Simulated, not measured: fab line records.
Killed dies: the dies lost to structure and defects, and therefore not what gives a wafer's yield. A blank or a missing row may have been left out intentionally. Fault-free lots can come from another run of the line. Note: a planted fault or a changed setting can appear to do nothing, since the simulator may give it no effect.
Which tool was responsible? | flow nand-harc | 33 wafers from 11 lots sampled at 6 of the route's 1302 steps

## WHAT THE GAUGES SHOWED, per wafer
NHARC_P_STI_INSPECT_11. Usual: 5.2 for raw-defect-count, sd 2.6.
lot  | measured     | on                | raw-defect-count | flag
L120 | day 2 19:53  | defect-inspect-02 | 9 8 5            |
L121 | day 3 08:31  | defect-inspect-02 | 9 12 5           |
L124 | day 4 13:07  | defect-inspect-02 | 6 5 6            |
L126 | day 5 10:02  | defect-inspect-02 | 7 6 6            |
L127 | day 5 22:20  | defect-inspect-01 | 4 2 5            |
L137 | day 9 20:09  | defect-inspect-02 | 2 4 3            |
L138 | day 10 09:55 | defect-inspect-01 | 1 1 3            |
L139 | day 10 18:08 | defect-inspect-02 | 7 6 7            |
L140 | day 11 02:25 | defect-inspect-02 | 8 5 2            |
L141 | day 11 14:42 | defect-inspect-02 | 4 6 6            |
L142 | day 11 22:07 | defect-inspect-01 | 5 5 11           |

NHARC_P_GATE_CD_MEAS_26: target cd 120 nm. Usual: 120.2 nm for cd-nm, sd 0.61.
lot  | measured     | on        | cd-nm (nm)                          | flag
L120 | day 5 03:08  | cd-sem-03 | 119.5 119.7 120.5                   |
L121 | day 5 15:10  | cd-sem-01 | 119.6 119.7 119.9                   |
L124 | day 7 04:33  | cd-sem-02 | 120.0 119.7 119.6                   |
L126 | day 7 22:41  | cd-sem-01 | 120.5 120.1 119.7                   |
L127 | day 8 12:56  | cd-sem-03 | 115.1 115.0 115.3 115.1 115.0 115.5 | OFF
L137 | day 11 23:13 | cd-sem-03 | 120.1 119.2 120.7                   |
L138 | day 12 16:19 | cd-sem-01 | 120.3 120.0 120.1                   |
L139 | day 12 19:53 | cd-sem-02 | 120.7 121.6 120.8                   |
L140 | day 13 03:12 | cd-sem-02 | 119.2 120.4 119.7                   |
L141 | day 14 05:41 | cd-sem-02 | 120.3 121.0 121.1                   |
L142 | day 14 10:26 | cd-sem-02 | 119.1 120.0 120.1                   |

NHARC_END_SORT_01. Usual: killed-at-array 49, standard deviation 18; killed-at-other 0.8, standard deviation 1; killed-at-periphery 4.2, standard deviation 2.8; killed-dies 54, standard deviation 18; killed-open 3.0, standard deviation 1.7; killed-short 2.5, standard deviation 1.6.
lot  | measured     | on        | killed-at-array | killed-at-other | killed-at-periphery | killed-dies | killed-open | killed-short | flag
L124 | day 27 09:08 | prober-02 | 62 59 55        | 0 1 0           | 3 3 3               | 65 63 58    | 2 2 2       | 4 0 5        |
L127 | day 28 01:14 | prober-01 | 62              | 2               | 3                   | 67          | 5           | 5            |
L137 | day 32 06:57 | prober-01 | 53 42 59        | 3 0 0           | 5 7 1               | 61 49 60    | 3 2 1       | 1 3 0        |
L139 | day 32 06:07 | prober-02 | 33 29 27        | 0 0 2           | 6 7 7               | 39 36 36    | 2 3 2       | 5 0 2        |

## EACH LOT AND THE TOOL THAT RAN IT (in order: tool; ch and the chambers of the sampled wafers; start)
lot  | NHARC_P_GATE_EXPOSE_23             | NHARC_P_GATE_HM_OPEN_105                      | NHARC_P_GATE_ETCH_32
L120 | arfi-scanner-03 ch 0, day 5 02:59  | rie-diel-05 ch 1,2,3, day 5 03:47 or earlier  | rie-si-06 ch 0,2,3, day 5 03:47
L121 | arfi-scanner-02 ch 0, day 5 15:01  | rie-diel-02 ch 1,3, day 5 15:54 or earlier    | rie-si-02 ch 1,2,3, day 5 15:54
L124 | arfi-scanner-02 ch 0, day 7 04:25  | rie-diel-02 ch 1,2,3, day 7 05:19 or earlier  | rie-si-03 ch 0,1,3, day 7 05:19
L126 | arfi-scanner-01 ch 0, day 7 22:32  | rie-diel-02 ch 0,1,3, day 7 23:20 or earlier  | rie-si-03 ch 1,2, day 7 23:20
L127 | arfi-scanner-03 ch 0, day 8 12:48  | rie-diel-03 ch 0,1, day 8 16:10 or earlier    | rie-si-06 ch 2,3, day 8 16:10
L137 | arfi-scanner-02 ch 0, day 11 23:05 | rie-diel-03 ch 0,1,2, day 11 23:55 or earlier | rie-si-03 ch 0,1,2, day 11 23:55
L138 | arfi-scanner-03 ch 0, day 12 16:11 | rie-diel-05 ch 0,1,3, day 12 16:58 or earlier | rie-si-06 ch 0,1,2, day 12 16:58
L139 | arfi-scanner-02 ch 0, day 12 19:44 | rie-diel-02 ch 0,3, day 12 20:32 or earlier   | rie-si-06 ch 1,3, day 12 20:32
L140 | arfi-scanner-01 ch 0, day 13 03:04 | rie-diel-03 ch 1,3, day 13 03:50 or earlier   | rie-si-03 ch 1,3, day 13 03:50
L141 | arfi-scanner-03 ch 0, day 14 05:32 | rie-diel-05 ch 1,2,3, day 14 06:20 or earlier | rie-si-02 ch 0,2,3, day 14 06:20
L142 | arfi-scanner-03 ch 0, day 14 10:17 | rie-diel-02 ch 1,2,3, day 14 11:05 or earlier | rie-si-06 ch 0,1,2, day 14 11:05
- NHARC_P_GATE_EXPOSE_23: exposes mask P GATE, target cd 120 nm.
- NHARC_P_GATE_HM_OPEN_105: chemistry O2/COS, target depth 360 nm.
- NHARC_P_GATE_ETCH_32: etches the open film in HBr/Cl2, target depth 150 nm, time 100.1 s.

## WHAT THE TOOLS THEMSELVES READ (means of the sampled wafers that have a number; where no wafer has one, the mark that the record gives instead)
NHARC_P_GATE_EXPOSE_23. Usual: stage-vel-mm-s 500.03 mm/s, standard deviation 0.23.
lot  | tool            | stage-vel-mm-s (mm/s) | flag
L120 | arfi-scanner-03 | 499.91                |
L121 | arfi-scanner-02 | 499.73                |
L124 | arfi-scanner-02 | 500.13                |
L126 | arfi-scanner-01 | 499.98                |
L127 | arfi-scanner-03 | 499.85                |
L137 | arfi-scanner-02 | 500.00                |
L138 | arfi-scanner-03 | 499.91                |
L139 | arfi-scanner-02 | 500.25                |
L140 | arfi-scanner-01 | 499.58                |
L141 | arfi-scanner-03 | 500.18                |
L142 | arfi-scanner-03 | 500.02                |

NHARC_P_GATE_HM_OPEN_105. Usual: chamber-pressure-mTorr 20.000 mTorr, standard deviation 0.017; drypump-motor-current-A 5.9 A, standard deviation 0.59; oes-product-au 1.002 a.u., standard deviation 0.012; rf-vpp-V 467.8 V, standard deviation 1.8; showerhead-plenum-p-Torr 3.15 Torr, standard deviation 0.08; throttle-valve-pct 28.330 %, standard deviation 0.0098.
lot  | tool        | chamber-pressure-mTorr (mTorr) | drypump-motor-current-A (A) | oes-product-au (a.u.) | rf-vpp-V (V) | showerhead-plenum-p-Torr (Torr) | throttle-valve-pct (%) | flag
L120 | rie-diel-05 | 20.001                         | 5.9                         | 1.018                 | 467.2        | 3.14                            | 28.339                 |
L121 | rie-diel-02 | 20.009                         | 5.9                         | 0.993                 | 467.9        | 3.19                            | 28.329                 |
L124 | rie-diel-02 | 19.997                         | 6.1                         | 0.999                 | 467.7        | 3.17                            | 28.326                 |
L126 | rie-diel-02 | 20.011                         | 5.7                         | 1.008                 | 468.0        | 3.19                            | 28.331                 |
L127 | rie-diel-03 | 20.007                         | 6.3                         | 0.996                 | 465.0        | 3.04                            | 28.326                 |
L137 | rie-diel-03 | 20.009                         | 6.0                         | 1.002                 | 467.1        | 3.08                            | 28.328                 |
L138 | rie-diel-05 | 20.011                         | 5.4                         | 0.994                 | 467.2        | 3.15                            | 28.330                 |
L139 | rie-diel-02 | 20.012                         | 5.7                         | 0.990                 | 468.7        | 3.18                            | 28.326                 |
L140 | rie-diel-03 | 19.998                         | 6.2                         | 1.001                 | 465.1        | 3.01                            | 28.330                 |
L141 | rie-diel-05 | 19.976                         | 5.9                         | 1.009                 | 467.4        | 3.14                            | 28.327                 |
L142 | rie-diel-02 | 20.010                         | 6.1                         | 0.990                 | 467.8        | 3.16                            | 28.337                 |

NHARC_P_GATE_ETCH_32. Usual: chamber-pressure-mTorr 15.001 mTorr, standard deviation 0.013; drypump-motor-current-A 5.7 A, standard deviation 0.47; oes-product-au 1.001 a.u., standard deviation 0.0083; throttle-valve-pct 26.404 %, standard deviation 0.0087.
lot  | tool      | chamber-pressure-mTorr (mTorr) | drypump-motor-current-A (A) | oes-product-au (a.u.) | throttle-valve-pct (%) | flag
L120 | rie-si-06 | 14.996                         | 5.5                         | 1.001                 | 26.401                 |
L121 | rie-si-02 | 15.000                         | 5.5                         | 1.004                 | 26.400                 |
L124 | rie-si-03 | 15.007                         | 5.7                         | 1.003                 | 26.405                 |
L126 | rie-si-03 | 15.000                         | 6.1                         | 0.994                 | 26.399                 |
L127 | rie-si-06 | 15.004                         | 5.6                         | 1.004                 | 26.400                 |
L137 | rie-si-03 | 15.001                         | 6.1                         | 0.998                 | 26.409                 |
L138 | rie-si-06 | 15.005                         | 5.6                         | 1.005                 | 26.398                 |
L139 | rie-si-06 | 14.995                         | 5.8                         | 1.005                 | 26.416                 |
L140 | rie-si-03 | 15.000                         | 5.3                         | 0.990                 | 26.407                 |
L141 | rie-si-02 | 15.001                         | 5.6                         | 0.997                 | 26.400                 |
L142 | rie-si-06 | 14.988                         | 5.6                         | 1.006                 | 26.411                 |

## THE ANSWER, worked out from the rows above alone
Rule: take the mean of a lot's wafers that have a number; if it is more than 3 standard deviations from the usual mean, the lot is off. Also off: a lot with no number at a reading for which 4 or more lots have one. The other lots that the step has rows for count as sound. Order of review: gauges by route order, followed by the tools' own readings, for which a lot's mean as printed above is used. At the first step where some lot is off, the reading lying furthest off is the one used; lots without a number count as furthest.
Off at NHARC_P_GATE_CD_MEAS_26 (cd-nm): L127.
A tool fits if, at a process step before that reading, it ran every lot that is off, and no sound lot after the first of them. The gauges at NHARC_P_GATE_CD_MEAS_26 are tried like those tools. Of those tried, none fits.

## WHAT HAD BEEN PUT IN BY THE SIMULATOR
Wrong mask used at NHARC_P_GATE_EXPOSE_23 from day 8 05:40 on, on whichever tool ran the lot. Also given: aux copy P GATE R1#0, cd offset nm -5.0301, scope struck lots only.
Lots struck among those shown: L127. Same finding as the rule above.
